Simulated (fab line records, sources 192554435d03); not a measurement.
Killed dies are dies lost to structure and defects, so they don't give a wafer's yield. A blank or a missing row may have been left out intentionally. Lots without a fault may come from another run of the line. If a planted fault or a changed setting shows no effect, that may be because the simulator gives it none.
Chamber matching    flow n5-finfet    3 sister chambers for N5_BEOL_M8_CURE_74 on uv-cure-02
The step cures SiCOH lowk, time 240 s. 6 wafers are shown with their chamber, then 10 later ones without.

## WAFERS WITH THEIR CHAMBER
wafer   chamber  wafer_temp_C_max  lamp-power-pct (%)
L076.5  2        385.9             52.32
L076.6  2        385.7             52.27
L087.4  1        386.2             52.29
L087.5  1        386.1             52.33
L091.1  0        386.5             52.33
L091.3  0        386.2             52.19

## WAFERS MISSING THEIR CHAMBER
wafer   wafer_temp_C_max  lamp-power-pct (%)
L091.6  386.1             52.34
L092.1  386.0             52.38
L092.4  386.2             52.36
L092.6  386.5             52.28
L095.1  386.0             52.30
L095.2  386.5             52.29
L095.5  386.6             52.31
L097.1  386.2             52.33
L097.3  386.3             52.34
L097.5  386.1             52.35

## EACH ONE'S CHAMBER
wafer   from the rows above           in truth
L091.6  can't be placed: 1 or 0 or 2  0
L092.1  can't be placed: 1 or 2 or 0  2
L092.4  can't be placed: 1 or 0 or 2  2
L092.6  can't be placed: 0 or 1       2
L095.1  can't be placed: 1 or 2 or 0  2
L095.2  can't be placed: 0 or 1       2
L095.5  can't be placed: 0 or 1       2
L097.1  can't be placed: 1 or 0       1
L097.3  can't be placed: 1 or 0       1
L097.5  can't be placed: 1 or 2 or 0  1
Placed correctly: 0 of 10. These rows do not allow placing 10 (true chamber among the candidates in 7). Wrongly placed: 0.
How it was worked out, from the rows above alone: a wafer's distance from a chamber is the root of the sum, over the readings, of the square of ((its reading less the chamber's mean) divided by the reading's scatter). If the next closest chamber is less than 2 further off than the closest, the wafer can't be placed; otherwise it belongs to the closest. Each chamber's mean is taken over the wafers shown for it. How the scatter is found: for the shown wafers, subtract from each reading the mean of its chamber, square and add these, divide the total by (wafers less chambers), then take the root.
